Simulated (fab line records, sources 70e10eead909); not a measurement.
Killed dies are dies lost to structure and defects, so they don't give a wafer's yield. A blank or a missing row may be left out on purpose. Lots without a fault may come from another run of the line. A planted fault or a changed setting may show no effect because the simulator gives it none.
Chamber matching | flow nand_harc | NHARC_P_GATE_DESCUM_93 on rie_diel-01: 4 sister chambers
The step chemistry O2, time 3 s. 14 wafers are shown with their chamber, then 7 later ones without.

WAFERS WITH THEIR CHAMBER
wafer  | chamber | showerhead_plenum_p_Torr (Torr) | o2_flow_sccm (sccm) | throttle_valve_pct (%)
L747.1 | 2       | 2.00                            | 200.1               | 11.308
L747.2 | 1       | 2.05                            | 199.8               | 11.307
L747.5 | 0       | 1.91                            | 200.0               | 11.307
L749.3 | 0       | 1.91                            | 199.4               | 11.319
L749.4 | 3       | 1.94                            | 200.3               | 11.310
L749.6 | 3       | 1.95                            | 200.8               | 11.314
L751.4 | 2       | 2.00                            | 200.0               | 11.301
L751.5 | 1       | 2.05                            | 199.8               | 11.303
L751.6 | 0       | 1.91                            | 199.7               | 11.312
L755.1 | 3       | 1.94                            | 200.8               | 11.310
L755.3 | 2       | 2.00                            | 200.3               | 11.303
L755.5 | 1       | 2.05                            | 199.9               | 11.315
L759.1 | 3       | 1.94                            | 199.7               | 11.317
L759.5 | 3       | 1.94                            | 200.0               | 11.323

SIGNATURES (means of the wafers above)
reading                  | chamber 0 | chamber 1 | chamber 2 | chamber 3 | scatter within a chamber
showerhead_plenum_p_Torr | 1.9100    | 2.0500    | 2.0000    | 1.9420    | 0.00283
o2_flow_sccm             | 199.700   | 199.833   | 200.133   | 200.320   | 0.344
throttle_valve_pct       | 11.31267  | 11.30833  | 11.30400  | 11.31480  | 0.0054
Rule: a wafer's distance from a chamber is the root of the sum, over the readings, of the square of ((its reading less the chamber's mean) divided by the reading's scatter). The wafer belongs to the nearest chamber; if the next one is less than 2 further off, it can't be placed. The scatter: the root of (the sum of the squares of (reading less its chamber's mean) over the shown wafers, divided by (wafers less chambers)).

WAFERS WITHOUT THEIR CHAMBER
wafer  | showerhead_plenum_p_Torr (Torr) | o2_flow_sccm (sccm) | throttle_valve_pct (%)
L759.6 | 2.00                            | 200.4               | 11.318
L767.3 | 2.05                            | 199.7               | 11.303
L767.4 | 1.94                            | 199.7               | 11.296
L767.5 | 2.05                            | 199.9               | 11.294
L769.2 | 1.94                            | 199.6               | 11.304
L769.4 | 2.00                            | 199.4               | 11.300
L769.6 | 1.91                            | 199.8               | 11.296

WHICH CHAMBER EACH WENT THROUGH
wafer  | from the rows above | in truth
L759.6 | 2                   | 2
L767.3 | 1                   | 1
L767.4 | 3                   | 3
L767.5 | 1                   | 1
L769.2 | 3                   | 3
L769.4 | 2                   | 2
L769.6 | 0                   | 0
Placed correctly: 7 of 7. Can't be placed from these rows: 0. Placed wrongly: 0.
